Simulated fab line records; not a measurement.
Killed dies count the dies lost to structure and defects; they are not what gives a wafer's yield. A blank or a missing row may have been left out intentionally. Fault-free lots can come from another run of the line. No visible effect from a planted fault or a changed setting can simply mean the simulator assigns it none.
One fault seen from 3 desks | flow n5_finfet | what lay behind the numbers comes last; until then each desk has only its own

TOOL OWNER'S DESK, rie_si-06
The tool's own readings at N5_DUMMY_GATE_ETCH_32 (etches SiO2 in CF4, target depth 3.5 nm, time 3.9 s): means of the sampled wafers that have a number, for each lot that ran on this tool. Marked OUT: a lot whose mean sits more than 4 standard deviations from the usual mean, which makes it out of limits; the brackets give that distance.
Columns: A = drypump_motor_current_A at N5_DUMMY_GATE_ETCH_32, usual 5.5 A; B = oes_product_au at N5_DUMMY_GATE_ETCH_32, usual 0.997 a.u.; C = throttle_valve_pct at N5_DUMMY_GATE_ETCH_32, usual 21.7 %
lot  | first seen here | A   | B                | C
L294 | day 3 02:22     | 5.1 | 1.017            | 21.9
L298 | day 4 00:01     | 5.0 | 1.013            | 21.7
L303 | day 5 08:29     | 4.8 | 0.901 (-4.6) OUT | 21.6
L316 | day 8 11:16     | 5.0 | 1.010            | 22.1
L317 | day 8 17:59     | 5.5 | 0.996            | 22.2
Finding of this desk: L303 out of limits; the first was L303 at day 5 08:29, on oes_product_au at N5_DUMMY_GATE_ETCH_32. Within limits: L294, L298, L316, L317.

THE DEFECT DESK
Inspection counts along the route, by lot: the mean over sampled wafers that carry a number. Marked OUT: a lot whose mean sits more than 4 standard deviations from the usual mean, which makes it out of limits; the brackets give that distance.
Columns: A = raw_defect_count at N5_DUMMY_GATE_INSPECT_17, usual 201; B = raw_defect_count at N5_DUMMY_GATE_INSPECT_27, usual 302
lot  | first seen here | A   | B
L294 | day 3 01:35     | 218 | 333
L295 | day 3 05:06     | 185 | 259
L297 | day 3 18:26     | 173 | 258
L298 | day 3 23:14     | 354 | 489
L303 | day 5 07:47     | 208 | 318
L306 | day 6 07:26     | 178 | 266
L309 | day 6 19:15     | 173 | 279
L310 | day 7 01:23     | 169 | 268
L315 | day 8 07:01     | 229 | 359
L316 | day 8 10:33     | 233 | 362
L317 | day 8 17:07     | 164 | 242
Finding of this desk: none of the 11 lots has anything out of limits.

FROM THE METROLOGY DESK
What the gauges read for every lot (on any tool): the sampled wafers with a number, averaged. Marked OUT: a lot whose mean sits more than 4 standard deviations from the usual mean, which makes it out of limits; the brackets give that distance. 7 of its 10 readings are shown, namely those furthest out on some lot.
Columns: A = DIBL_N at N5_BEOL_M4_RC_MEAS_101, usual 36.9 mV/V; B = DIBL_P at N5_BEOL_M4_RC_MEAS_101, usual 37.1 mV/V; C = ION_N at N5_BEOL_M4_RC_MEAS_101, usual 673 uA/um; D = ION_P at N5_BEOL_M4_RC_MEAS_101, usual 462 uA/um; E = SS_N at N5_BEOL_M4_RC_MEAS_101, usual 71.8 mV/dec; F = VT_N at N5_BEOL_M4_RC_MEAS_101, usual 250 mV; G = VT_P at N5_BEOL_M4_RC_MEAS_101, usual -249.7 mV
lot  | first seen here | A    | B    | C   | D   | E    | F   | G
L295 | day 8 09:50     | 35.1 | 36.4 | 677 | 466 | 71.4 | 251 | -247.9
L297 | day 8 12:47     | 35.0 | 34.5 | 670 | 457 | 70.9 | 251 | -251.9
L294 | day 8 17:35     | 38.3 | 37.9 | 675 | 449 | 72.0 | 249 | -250.9
L298 | day 9 05:56     | 35.9 | 35.7 | 668 | 459 | 72.1 | 253 | -250.8
L303 | day 10 09:02    | 36.8 | 35.0 | 670 | 457 | 71.1 | 251 | -250.8
L306 | day 11 02:46    | 36.8 | 38.5 | 672 | 462 | 72.3 | 252 | -249.8
L309 | day 11 19:59    | 38.4 | 38.5 | 676 | 462 | 72.0 | 250 | -253.2
L310 | day 12 08:41    | 39.5 | 40.1 | 692 | 470 | 72.5 | 246 | -247.9
L315 | day 13 11:34    | 34.5 | 34.0 | 658 | 459 | 71.7 | 250 | -248.1
L316 | day 13 14:06    | 36.0 | 35.0 | 682 | 464 | 71.5 | 249 | -251.8
L317 | day 13 14:38    | 36.9 | 38.8 | 699 | 479 | 72.4 | 244 | -247.3
Finding of this desk: none of the 11 lots has anything out of limits.

BROUGHT TOGETHER
An alarm could have come from the tool owner's desk at day 5 08:29, on L303.
No out-of-limits result turned up at the defect desk.
From the metrology desk's view, nothing was out of limits.
The defect desk has L303 on record, within its limits.
The metrology desk has L303 on record, within its limits.
The lots listed all ran N5_DUMMY_GATE_ETCH_32 on rie_si-06.

WHAT WAS PUT IN BY THE SIMULATOR
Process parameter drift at N5_DUMMY_GATE_ETCH_32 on rie_si-06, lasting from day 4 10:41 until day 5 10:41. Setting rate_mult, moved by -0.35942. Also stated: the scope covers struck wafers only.
Shown lots that were struck: L303.
How many hours passed from the start of the fault until each desk's first out-of-limits reading: the tool owner's desk, 22.
